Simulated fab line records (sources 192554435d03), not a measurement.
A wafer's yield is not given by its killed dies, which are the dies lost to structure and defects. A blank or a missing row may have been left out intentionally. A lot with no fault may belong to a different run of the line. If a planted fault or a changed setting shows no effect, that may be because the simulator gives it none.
fab line records	flow n5Finfet
[record] lots = 7	wafers = 21	lastDay = 17
route steps=1938 shown MIM_TOP_LITHO@1847 MIM_TOP_ETCH@1851 MIM_BOT_LITHO@1854
lots that met no fault: from a run of the same line without faults
startH: the number of hours between the record's first day and the start of the first shown wafer of the lot	waitH: hours from the lot's prior step to this one	" unchanged from the row above	L1.1+2: a row that stands for several wafers	- either no value or no given start	* or withheld: withheld	< > ~ a bound
route shown NAME@n: a module of which the file shows steps, and the number in the route of the first	usual: mean and standard deviation over wafers with no fault	same: alike in all rows	chamber/n: place in a boat	sites: per-site readings	_std_site: standard deviation of those values	_edge_site: outer sites' mean less inner sites'	radiusMm: for every site, how far away it sits from the centre of the wafer	mask NAME#n: copy n	behind: the most recent tool/chamber to have shaped the wafer	hold: why the lot went on hold/how many hours it stayed there/how the hold came to an end	device: the n, p or np transistor that did not switch	end of line: the tests these same wafers got at the end of their route	where a step has no rows: the recipe by itself	killed: dies that structure and defects cost at the first sort, which is not the same as the wafer's yield	map: dies across one wafer; x = killed, . = not, _ = none there
set.NAME: the setting that was run; set.NAME@STEP: the one run at that earlier step	model.NAME: the simulator's own value behind a step, which no gauge read
lots at selected steps of the route; one table per step, one row per wafer
services: a tool's chamber out of use, with start hour (startH, from the record's first day; less than 0 if before it), hours out, and reason
[[steps]]
[step N5_MIM_TOP_LITHO_CD_MEAS_08]
[recipe] targetCdNm = 2000	landingEnergyEv = 500	detector = seInlens
[usual] cdNm = 1999.9/1.9
lot.wafer	tool	chamber	startH	waitH	cdNm
L727.1	cdSem-02	0	272.95	-	1999.2
L727.4	"	0	"	"	2000.3
L727.5	"	0	"	"	2000.0
L730.1	cdSem-02	0	295.22	-	2000.1
L730.4	"	0	"	"	1998.3
L730.5	"	0	"	"	1999.4
L731.1	cdSem-02	0	297.30	-	2000.1
L731.5	"	0	"	"	2002.0
L731.6	"	0	"	"	2000.0
L732.3	cdSem-02	0	298.85	-	2000.2
L732.5	"	0	"	"	2001.4
L732.6	"	0	"	"	2001.4
L744.2	cdSem-03	0	384.11	-	2000.8
L744.3	"	0	"	"	2001.0
L744.4	"	0	"	"	2001.8
L746.3	cdSem-01	0	384.60	-	2003.1
L746.4	"	0	"	"	1999.8
L746.6	"	0	"	"	2002.0
L747.1	cdSem-03	0	392.27	-	1998.0
L747.4	"	0	"	"	1994.9
L747.5	"	0	"	"	1998.5
[step N5_MIM_TOP_LITHO_OVL_MEAS_11]
[recipe] pointsPerWafer = 44
[usual] MIM_TOP_OVL = 1/5.3
lot.wafer	tool	chamber	startH	waitH	MIM_TOP_OVL[nm]
L727.1	overlay-02	0	272.98	0.0	9
L727.4	"	0	"	"	2
L727.5	"	0	"	"	14
L730.1	overlay-02	0	295.25	0.0	-4
L730.4	"	0	"	"	8
L730.5	"	0	"	"	7
L731.1	overlay-02	0	297.33	0.0	2
L731.5	"	0	"	"	4
L731.6	"	0	"	"	5
L732.3	overlay-01	0	298.88	0.0	-2
L732.5	"	0	"	"	-3
L732.6	"	0	"	"	3
L744.2	overlay-02	0	384.14	0.0	-3
L744.3	"	0	"	"	0
L744.4	"	0	"	"	3
L746.3	overlay-01	0	384.63	0.0	-1
L746.4	"	0	"	"	-2
L746.6	"	0	"	"	-3
L747.1	overlay-01	0	392.30	0.0	11
L747.4	"	0	"	"	10
L747.5	"	0	"	"	13
[step N5_MIM_TOP_LITHO_INSPECT_12]
[recipe] mode = adi	inspectInstrument = macro
[usual] rawDefectCount = 2.0/1.4
lot.wafer	tool	chamber	startH	waitH	rawDefectCount
L727.1	defectInspect-02	-	273.01	0.0	2
L727.4	"	-	"	"	1
L727.5	"	-	"	"	2
L730.1	defectInspect-02	-	295.28	0.0	4
L730.4	"	-	"	"	3
L730.5	"	-	"	"	4
L731.1	defectInspect-01	-	297.36	0.0	2
L731.5	"	-	"	"	2
L731.6	"	-	"	"	2
L732.3	defectInspect-01	-	298.90	0.0	2
L732.5	"	-	"	"	0
L732.6	"	-	"	"	1
L744.2	defectInspect-02	-	384.17	0.0	1
L744.3	"	-	"	"	1
L744.4	"	-	"	"	2
L746.3	defectInspect-02	-	384.65	0.0	5
L746.4	"	-	"	"	2
L746.6	"	-	"	"	7
L747.1	defectInspect-02	-	392.33	0.0	4
L747.4	"	-	"	"	1
L747.5	"	-	"	"	2
[step N5_MIM_TOP_LITHO_DESCUM_10]
[recipe] chemistry = O2	timeS = 7.9	sourcePowerW = 50	biasPowerW = 20	pressureMtorr = 20	rfFrequencyHz = 2.712e+07	tempC = 40	o2FlowSccm = 225
[usual] drypumpMotorCurrentA = 5.7/0.45	o2FlowSccm = 225.0/0.67	oesProductAu = 0.82/0.071	rfFwdPowerW = 49.69/0.16	rfVppV = 243.1/1.4	showerheadPlenumPTorr = 2.10/0.071	throttleValvePct = 20.36/0.23
lot.wafer	tool	chamber	startH	waitH	drypumpMotorCurrentA	o2FlowSccm	oesProductAu	rfFwdPowerW	rfHoursCounterH	rfVppV	showerheadPlenumPTorr	throttleValvePct
L727.1	rieDiel-01	2	273.04	0.0	5.8	224.1	0.98	49.66	3	243.3	2.05	20.46
L727.4	"	3	"	"	5.2	225.4	0.81	50.03	87	242.4	2.04	20.61
L727.5	"	2	"	"	5.8	224.8	0.99	49.38	-	243.2	2.05	20.46
L730.1	rieDiel-03	0	295.31	0.0	5.5	225.2	0.94	49.84	21	246.0	2.23	19.95
L730.4	"	2	"	"	5.9	223.9	0.81	49.69	80	240.9	2.04	20.51
L730.5	"	0	"	"	5.5	225.0	0.93	49.72	-	243.9	2.24	19.94
L731.1	rieDiel-03	0	297.45	0.1	5.5	226.0	0.94	49.80	22	244.5	2.23	19.95
L731.5	"	2	"	"	6.0	225.1	0.82	49.84	-	242.3	2.04	20.51
L731.6	"	3	"	"	5.6	225.9	0.78	49.62	-	245.8	2.18	20.46
L732.3	rieDiel-05	3	299.08	0.2	5.6	225.7	0.69	49.53	238	243.4	2.06	20.57
L732.5	"	3	"	"	5.6	224.8	0.69	49.46	-	240.7	2.06	20.58
L732.6	"	2	"	"	6.2	225.6	0.94	49.78	-	242.6	2.12	20.10
L744.2	rieDiel-01	0	384.20	0.0	5.1	224.2	0.77	49.59	137	243.1	2.03	20.31
L744.3	"	1	"	"	5.6	226.2	0.81	49.89	113	243.4	2.09	20.05
L744.4	"	3	"	"	5.2	224.7	0.77	49.57	131	242.3	2.02	20.66
L746.3	rieDiel-01	3	385.00	0.3	5.2	225.6	0.77	49.96	131	241.7	2.02	20.67
L746.4	"	1	"	"	5.6	225.5	0.80	49.81	114	242.8	2.09	20.04
L746.6	"	2	"	"	5.8	224.1	0.87	49.56	-	240.6	2.03	20.56
L747.1	rieDiel-01	3	392.36	0.0	5.2	224.2	0.77	49.85	134	240.8	2.02	20.65
L747.4	"	0	"	"	5.1	225.3	0.77	49.52	140	241.8	2.03	20.34
L747.5	"	3	"	"	5.2	224.4	0.78	49.80	-	240.4	2.02	20.67
[step N5_MIM_TOP_ETCH_ETCH_00]
[recipe] chemistry = Cl2/BCl3	target = TiN	targetDepthA = 385	ionEnergyEv = 150	pressureMtorr = 10	icpW = 1000	biasW = 126	Cl2_flow_sccm = 53.25	bcl3FlowSccm = 21.75	Ar_flow_sccm = 25
[usual] drypumpMotorCurrentA = 5.7/0.47	mfcArSccm = 25.00/0.068	oesProductAu = 0.81/0.094	rfFwdPowerW = 995/3.8	throttleValvePct = 22.72/0.19
lot.wafer	tool	chamber	startH	waitH	drypumpMotorCurrentA	mfcArSccm	oesProductAu	rfFwdPowerW	rfHoursCounterH	throttleValvePct
L727.1	rieMetal-02	1	273.13	0.1	5.1	25.01	0.96	992	3	22.75
L727.4	"	1	"	"	5.1	25.02	0.95	986	-	22.76
L727.5	"	0	"	"	6.1	24.90	0.75	995	-	22.73
L730.1	rieMetal-01	1	295.40	0.1	6.5	24.92	0.94	995	5	22.81
L730.4	"	1	"	"	6.5	24.96	0.93	1000	-	22.85
L730.5	"	1	"	"	6.5	24.94	0.94	997	-	22.83
L731.1	rieMetal-02	1	297.53	0.1	5.1	25.00	0.93	992	5	22.74
L731.5	"	1	"	"	5.1	25.00	0.93	991	-	22.74
L731.6	"	0	"	"	6.0	24.88	0.74	1000	-	22.74
L732.3	rieMetal-02	1	299.22	0.1	5.1	25.04	0.93	985	-	22.75
L732.5	"	0	"	"	6.0	25.18	0.74	997	-	22.74
L732.6	"	1	"	"	5.1	24.92	0.93	993	-	22.76
L744.2	rieMetal-01	1	384.34	0.1	6.5	25.11	0.89	998	13	22.87
L744.3	"	1	"	"	6.5	25.02	0.89	997	-	22.85
L744.4	"	0	"	"	6.4	25.03	0.70	993	-	22.70
L746.3	rieMetal-02	1	385.12	0.1	5.1	24.97	0.88	993	-	22.77
L746.4	"	0	"	"	6.1	24.96	0.72	995	-	22.75
L746.6	"	1	"	"	5.2	24.87	0.89	993	-	22.79
L747.1	rieMetal-03	1	392.45	0.1	5.9	25.05	0.82	996	27	22.32
L747.4	"	1	"	"	5.8	25.06	0.82	999	-	22.31
L747.5	"	1	"	"	5.9	25.07	0.82	998	-	22.31
[step N5_MIM_TOP_ETCH_STRIP_01]
[recipe] chemistry = O2	powerW = 600	tempC = 60	pressureMtorr = 30	rfFrequencyHz = 6e+07	biasPowerW = 0	overashFraction = 0.5	o2FlowSccm = 225
[usual] drypumpMotorCurrentA = 5.8/0.38	o2FlowSccm = 225.0/0.66	oesProductAu = 0.77/0.053	rfVppV = 3.7/1.3	showerheadPlenumPTorr = 2.13/0.086	throttleValvePct = 16.70/0.26
lot.wafer	tool	chamber	startH	waitH	drypumpMotorCurrentA	o2FlowSccm	oesProductAu	rfHoursCounterH	rfVppV	showerheadPlenumPTorr	throttleValvePct
L727.1	rieDiel-06	2	273.27	0.1	6.0	223.5	0.79	109	2.5	2.22	16.62
L727.4	"	1	"	"	6.2	225.5	0.82	-	2.8	2.04	16.35
L727.5	"	2	"	"	6.0	223.8	0.79	-	3.2	2.22	16.64
L730.1	rieDiel-02	3	295.54	0.1	5.8	224.9	0.80	98	3.3	2.22	16.29
L730.4	"	0	"	"	5.1	224.0	0.73	194	4.0	2.19	17.06
L730.5	"	1	"	"	5.6	224.1	0.86	-	3.8	2.24	16.54
L731.1	rieDiel-04	1	297.67	0.1	5.5	224.6	0.69	244	1.3	2.05	16.75
L731.5	"	3	"	"	6.0	224.0	0.82	-	1.3	2.13	16.74
L731.6	"	0	"	"	5.6	224.1	0.87	-	4.2	2.05	16.42
L732.3	rieDiel-02	0	299.32	0.1	5.1	225.6	0.72	195	4.3	2.19	17.08
L732.5	"	3	"	"	5.9	224.3	0.79	-	0.7	2.22	16.31
L732.6	"	0	"	"	5.1	225.1	0.73	-	1.6	2.19	17.05
L744.2	rieDiel-06	3	384.55	0.2	5.6	223.8	0.69	229	3.0	2.16	16.80
L744.3	"	1	"	"	6.2	225.1	0.79	114	3.5	2.02	16.44
L744.4	"	2	"	"	6.0	224.5	0.75	-	3.1	2.21	16.68
L746.3	rieDiel-04	1	385.45	0.3	5.5	226.2	0.92	10	3.5	2.04	16.26
L746.4	"	2	"	"	5.3	225.9	0.75	156	2.6	2.00	16.83
L746.6	"	3	"	"	6.0	226.1	0.80	-	2.6	2.12	16.82
L747.1	rieDiel-04	1	392.73	0.2	5.6	224.8	0.92	12	4.1	2.04	16.30
L747.4	"	0	"	"	5.7	224.1	0.81	79	5.6	2.04	16.49
L747.5	"	2	"	"	5.4	224.6	0.75	-	3.9	2.00	16.86
[step N5_MIM_TOP_ETCH_PECVD_03]
[recipe] material = SiNx	targetThkA = 200	tempC = 400	precursor = SiH4/NH3/N2	pressureTorr = 1.5	rfW = 300	timeS = 17.6
[usual] heaterPowerW = 773/81	rfFwdPowerW = 296.9/1.2	showerheadPlenumPTorr = 5.09/0.083	showerheadVppV = 1057/53	susceptorTempC = 399.99/0.21	throttleValvePct = 39.9/2.1
lot.wafer	tool	chamber	startH	waitH	heaterPowerW	rfFwdPowerW	showerheadPlenumPTorr	showerheadVppV	susceptorTempC	throttleValvePct
L727.1	pecvd-01	2	273.34	-	658	295.6	5.05	1007	400.08	39.3
L727.4	"	2	"	"	652	295.5	5.05	1010	399.70	39.5
L727.5	"	1	"	"	601	294.7	4.94	1125	400.46	44.3
L730.1	pecvd-01	2	295.60	-	763	295.9	5.06	1012	400.13	39.5
L730.4	"	2	"	"	751	294.8	5.06	1028	400.07	39.4
L730.5	"	1	"	"	648	296.2	4.93	1111	400.35	44.4
L731.1	pecvd-01	2	297.74	-	708	296.5	5.07	1020	400.14	39.4
L731.5	"	1	"	"	651	296.2	4.94	1115	399.97	44.2
L731.6	"	0	"	"	789	298.3	5.08	1049	399.95	39.1
L732.3	pecvd-03	2	299.41	-	761	298.2	5.17	970	400.21	37.1
L732.5	"	1	"	"	871	295.3	5.13	1077	399.77	38.6
L732.6	"	2	"	"	761	298.7	5.16	982	399.78	36.9
L744.2	pecvd-04	0	384.62	-	777	297.7	5.20	1115	400.04	40.0
L744.3	"	2	"	"	872	296.1	5.05	1017	400.26	38.6
L744.4	"	0	"	"	760	299.3	5.20	1109	400.22	40.2
L746.3	pecvd-01	1	385.52	-	622	296.6	4.95	1115	400.05	44.2
L746.4	"	2	"	"	767	296.9	5.07	1032	399.86	39.4
L746.6	"	1	"	"	651	297.0	4.94	1098	400.61	44.3
L747.1	pecvd-01	2	392.79	-	764	295.5	5.07	1017	400.26	39.9
L747.4	"	0	"	"	832	297.8	5.07	1044	399.94	39.3
L747.5	"	2	"	"	763	296.4	5.06	1038	400.15	39.8
[step N5_MIM_BOT_LITHO_HMDS_01]
[recipe] timeS = 60	tempC = 120
[step N5_MIM_BOT_LITHO_COAT_02]
[recipe] spinRpm = *	resistThkNm = *
[step N5_MIM_BOT_LITHO_EBR_04]
[recipe] solvent = PGMEA	ebrWidthMm = 1.5
[step N5_MIM_BOT_LITHO_SOFTBAKE_03]
[recipe] tempC = 100	timeS = 90
[step N5_MIM_BOT_LITHO_EXPOSE_05]
[recipe] maskId = MIM_BOT	na = 0.55	sourceShape = conventional	sigmaOuter = 0.8	polarization = unpolarized	doseMj = 24.25
[step N5_MIM_BOT_LITHO_PEB_06]
[recipe] pebTempC = withheld	pebTimeS = *
[usual] chillPlateTempC = *	exhaustPa = 44.9/0.96
lot.wafer	tool	chamber	startH	waitH	chillPlateTempC	exhaustPa
L727.1	lithoTrack-03	0	273.57	0.1	*	43.9
L727.4	"	0	"	"	*	44.2
L727.5	"	0	"	"	*	42.9
L730.1	lithoTrack-01	-	295.96	0.1	-	-
L730.4	"	-	"	"	-	-
L730.5	"	-	"	"	-	-
L731.1	lithoTrack-02	-	297.97	0.1	-	-
L731.5	"	-	"	"	-	-
L731.6	"	-	"	"	-	-
L732.3	lithoTrack-01	-	299.64	0.0	-	-
L732.5	"	-	"	"	-	-
L732.6	"	-	"	"	-	-
L744.2	lithoTrack-03	0	384.88	0.0	*	45.5
L744.3	"	0	"	"	*	44.5
L744.4	"	0	"	"	*	44.8
L746.3	lithoTrack-01	0	385.88	0.0	*	45.7
L746.4	"	0	"	"	*	44.2
L746.6	"	0	"	"	*	46.1
L747.1	lithoTrack-01	0	393.03	0.1	*	44.6
L747.4	"	0	"	"	*	47.0
L747.5	"	0	"	"	*	44.4
[step N5_MIM_BOT_LITHO_DEVELOP_07]
[recipe] developTimeS = 60	rinseLiquid = diw	dry = airSpin	devTempC = 21
[[services]]
tool	chamber	startH	hours	kind
rieMetal-02	0	259.68	4.2	repair
rieDiel-03	0	277.30	4.8	repair
rieDiel-04	1	279.44	3.4	repair
pecvd-03	-	291.16	6.0	pm
rieDiel-01	0	293.25	34.3	repair
rieDiel-04	2	293.66	8.2	repair
rieDiel-05	2	294.72	3.8	repair
rieMetal-01	-	296.07	2.8	pm
pecvd-04	-	298.18	0.4	repair
rieDiel-05	0	303.23	6.3	repair
rieMetal-02	1	307.60	2.2	repair
pecvd-04	-	310.59	0.5	repair
rieDiel-06	1	311.17	5.3	repair
pecvd-04	-	318.37	0.7	repair
rieMetal-02	-	328.93	1.4	pm
pecvd-04	-	330.29	1.7	repair
rieDiel-02	-	332.25	2.8	pm
rieDiel-03	3	353.62	2.7	repair
rieMetal-02	-	356.20	0.7	repair
rieDiel-04	0	360.69	4.7	repair
rieDiel-04	2	360.94	2.5	repair
rieDiel-03	-	370.92	5.5	repair
rieDiel-04	1	371.84	5.3	repair
rieDiel-01	-	391.33	0.1	repair
[[key]]
[firstSign] step = N5_MIM_BOT_LITHO_PEB_06	reading = toolRecord	direction = missing
effect none on later readings
metAt N5_MIM_BOT_LITHO_PEB_06
struckWafers L730.1,L730.4,L730.5,L731.1,L731.5,L731.6,L732.3,L732.5,L732.6
laterRowsLeftOut L730.1,L730.4,L730.5,L731.1,L731.5,L731.6,L732.3,L732.5,L732.6
sortLeftOut L730.1,L730.4,L730.5,L731.1,L731.5,L731.6,L732.3,L732.5,L732.6
[fault] kind = skippedStepWhole	tool = lithoTrack-01,lithoTrack-02	chamber = -	onsetH = 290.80	steps = N5_MIM_BOT_LITHO_PEB_06	scope = struckLotsOnly
// sortLeftOut: the simulated sort isn't trusted on such a fault, so these wafers' sort isn't shown, and their yield isn't known
// laterRowsLeftOut: the simulator's readings of these wafers behind a module that went badly wrong aren't trusted and aren't shown, but for the sort
